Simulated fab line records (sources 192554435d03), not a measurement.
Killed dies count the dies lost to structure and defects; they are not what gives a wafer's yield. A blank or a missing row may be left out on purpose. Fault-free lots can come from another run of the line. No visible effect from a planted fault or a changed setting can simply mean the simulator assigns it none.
Problem report in the 8D (eight disciplines) form, filled by code    flow n5_finfet    the parts of the form that need people (team, actions taken, sign-off) are left out

## 1. THE PROBLEM
At N5_SDB_STRIP_22, strip_time_to_endpoint_s averages 93.7 s over 4 wafers from 3 lots, while fault-free wafers read 96.3 s, standard deviation 0.35. Measured from the usual mean, that is -7.4 standard deviations.
The step: strips in N2/H2.
The first sign was on wafer L292.3 at day 6 12:37, on plasma_asher-02. The record holds 25 wafers of 9 lots with a number at this step. Rule for "out" (also "out of limits"): further than 4 standard deviations from the usual mean. All remaining wafers that have a number are taken as sound.

## 2. WHAT IT IS; WHAT IT IS NOT
question                     is                                is not
which readings at this step  strip_time_to_endpoint_s          drypump_motor_current_A, heater_power_w
which lots                   L292, L293, L295                  L282, L284, L289, L294, L299, L303
which wafers of those lots   L292.3, L292.5, L293.3, L295.3    L292.6, L293.4, L295.4
read on which tools          plasma_asher-01, plasma_asher-02  -
when                         from day 6 12:37                  up to then (10 sound wafers); but 11 sound wafers of L293, L294, L295, L299, L303 came after

## 3. SUSPECTS, AND WHAT RULES EACH OUT
Counting: if a tool at a process step up to the reading ran every lot that is out, it stays a suspect. Sound lots after the first of them don't rule it out here, since some wafers of a struck lot are sound.
- rie_diel-02 at N5_SDB_ETCH_18 (etches SOC in N2/H2, target depth 100 nm, overetch 20 nm, time 150 s): kept. It processed each lot that is out (first: L292, day 6 12:20); up to then, its last sound lot is L289 (day 5 19:55).
- rie_diel-02 at N5_SDB_HM_OPEN_20 (chemistry CH3F/O2, target SiNx, stops on poly-Si, target depth 24 nm): kept. It processed each lot that is out (first: L292, day 6 12:30); up to then, its last sound lot is L289 (day 5 20:04).
The count leaves rie_diel-02 at N5_SDB_HM_OPEN_20 and rie_diel-02 at N5_SDB_ETCH_18.

## 4. THE CAUSE (what the simulator had put in)
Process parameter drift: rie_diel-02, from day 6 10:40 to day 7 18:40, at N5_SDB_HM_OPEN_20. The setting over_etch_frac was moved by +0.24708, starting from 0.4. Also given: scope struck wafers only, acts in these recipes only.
Counting leaves 2 suspects; this tool is one of them.

## 5. THE CHAIN OF EFFECTS, in route order
One row per reading whose mean, taken over the struck wafers that have a number, lies over 3 standard deviations from the usual. Scope: only readings with a usual standard deviation given in the record; hours: median across lots of the time from each lot's start at the first step in this table that gives one to its start at this step; sigmas: change in usual standard deviations.
hours  step             reading                   usual   on struck wafers  change  sigmas
0      N5_SDB_STRIP_22  strip_time_to_endpoint_s  96.3 s  93.7              -2.6    -7.4
It contains these process steps:
- N5_SDB_STRIP_22: strips in N2/H2.
Later measuring or inspecting steps at which every struck wafer that the step has a row for has a number for every such reading, and none has moved that far: N5_BEOL_M4_RC_MEAS_101.

## 6. HOW IT WOULD HAVE BEEN CAUGHT EARLIER
The fault began at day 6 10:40; the first out-of-limits reading in this record came at day 6 12:37, 2 hours later.
Of the tool readings at N5_SDB_HM_OPEN_20 for which the record gives a usual standard deviation, none was out on any struck wafer, so an alarm limit of 4 standard deviations on them would not have fired.
Lots out: 3; of these, L293, L295 started N5_SDB_HM_OPEN_20 on rie_diel-02 after day 6 12:37. A hold on the tool at that time would have spared those 2.
